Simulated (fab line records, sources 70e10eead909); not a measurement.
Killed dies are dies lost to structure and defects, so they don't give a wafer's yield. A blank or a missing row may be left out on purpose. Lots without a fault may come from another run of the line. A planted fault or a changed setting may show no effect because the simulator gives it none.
A struck lot beside a sound one | flow nand_harc | 14 steps out of a route of 1302
Sound: wafers L504.1, L504.2, L504.4. Struck: wafers L497.3, L497.5, L497.6. The cause comes at the end.
At each step with rows: each side's tool, then ch and its chambers, then its first start. Under that, the readings that differ: sound wafers | struck wafers | difference of the means | sigmas: that difference in standard deviations of wafers without a fault.
alike: readings whose means differ by less than 2 such deviations, and words and numbers that are the same on both sides. not compared: withheld readings, readings that some wafer has no value for, bounds like >300 that may hide the same value, and numbers for which the record gives no deviation and whose values overlap.
The two part at a step that has a row with sigmas, a row that says differs or no value, or rows on one side only. Numbers that don't overlap but have no deviation are shown without sigmas and don't part them. A reading that every wafer of one side lacks parts them only if that side has two wafers or more.

first, 5 steps without rows for these wafers: NHARC_P_GATE_SOFTBAKE_06 (time 95 s); NHARC_P_GATE_EBR_07; NHARC_P_GATE_EXPOSE_08 (exposes mask P HV); NHARC_P_GATE_PEB_09 (peb time 85 s); NHARC_P_GATE_DEVELOP_10 (time 70 s).
NHARC_P_GATE_CD_MEAS_11: target cd 1640 nm.
  sound on cd_sem-02 ch 0, day 10 11:53; struck on cd_sem-01 ch 0, day 7 22:58
  alike: cd_nm
then, 1 step without rows for these wafers: NHARC_P_GATE_HARDBAKE_12 (time 80 s).
NHARC_P_GATE_DESCUM_13: chemistry O2, time 3 s.
  sound on rie_diel-09 ch 0,1,2, day 10 12:04; struck on rie_diel-09 ch 2,3, day 7 23:08
  alike: chamber_pressure_mTorr, drypump_motor_current_A, oes_product_au, rf_vpp_V, showerhead_plenum_p_Torr, throttle_valve_pct
  not compared: rf_hours_counter_h
then, 4 steps without rows for these wafers: NHARC_P_GATE_ETCH_14 (etches SiO2 in dHF, target depth 48.8 nm); NHARC_P_GATE_STRIP_15 (strips in SPM, time 780 s); NHARC_P_GATE_PRECLEAN_71 (cleans in SC1); NHARC_P_GATE_SRD_72.
NHARC_P_GATE_OXIDE_16: material SiO2, target thk 3 nm, ox time 392 s.
  sound on furnace-05 ch 0, day 10 15:49; struck on furnace-02, day 8 02:34
  no value came back on the struck wafers for any of 5 readings (ox_temp_c (C), ox_time_s (s) and others); on the sound wafers ox_temp_c (C) reads 875.6 875.8 874.9
then, 1 step without rows for these wafers: NHARC_P_GATE_CVD_17 (deposits poly-Si, target thk 150 nm, time 900 s).

WHERE THEY PART
Only at NHARC_P_GATE_OXIDE_16, within this record.

WHY: what the simulator had put in
Skipped step whole: furnace-02, from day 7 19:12 on, at NHARC_P_GATE_OXIDE_16. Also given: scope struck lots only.
